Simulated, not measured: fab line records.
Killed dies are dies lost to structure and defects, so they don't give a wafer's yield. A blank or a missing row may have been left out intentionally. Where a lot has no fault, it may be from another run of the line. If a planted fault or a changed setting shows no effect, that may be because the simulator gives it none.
Chamber matching	flow nand harc	NHARC_P_M0_PRE_CLEAN_31 on pecvd-02: 3 sister chambers
The step time 12 s. 18 wafers are shown with their chamber, then 9 later ones without.

WAFERS WITH THEIR CHAMBER
wafer	chamber	heater power w (W)
L074.1	2	603
L074.3	0	769
L074.5	1	606
L076.1	0	653
L076.3	2	506
L076.4	0	662
L080.1	2	600
L080.4	1	620
L080.6	2	590
L082.2	1	666
L082.3	0	698
L082.6	2	485
L084.1	1	616
L084.2	2	576
L084.4	1	627
L086.1	2	595
L086.2	1	602
L086.5	1	617

SIGNATURES (means of the wafers above)
reading	chamber 0	chamber 1	chamber 2	scatter within a chamber
heater power w	695.50	622.00	565.00	41
Rule: distance of a wafer from a chamber = root of the sum over the readings of ((wafer's reading minus chamber's mean) / reading's scatter) squared. If the next closest chamber is less than 2 further off than the closest, the wafer can't be placed; otherwise it belongs to the closest. The scatter is the square root of a quotient: the sum, over the shown wafers, of each reading's squared deviation from its chamber's mean, divided by wafers minus chambers.

WAFERS WITH NO CHAMBER GIVEN
wafer	heater power w (W)
L087.3	515
L087.5	620
L087.6	746
L094.1	610
L094.5	745
L094.6	588
L095.1	550
L095.2	767
L095.3	547

WHICH CHAMBER EACH WENT THROUGH
wafer	from the rows above	in truth
L087.3	can't be placed: 2 or 1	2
L087.5	can't be placed: 1 or 2 or 0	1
L087.6	can't be placed: 0 or 1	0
L094.1	can't be placed: 1 or 2 or 0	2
L094.5	can't be placed: 0 or 1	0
L094.6	can't be placed: 2 or 1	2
L095.1	can't be placed: 2 or 1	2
L095.2	can't be placed: 0 or 1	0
L095.3	can't be placed: 2 or 1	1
0 of 9 placed correctly. From these rows, 9 cannot be placed; in 9 the true chamber is one of the candidates. Wrongly placed: 0.
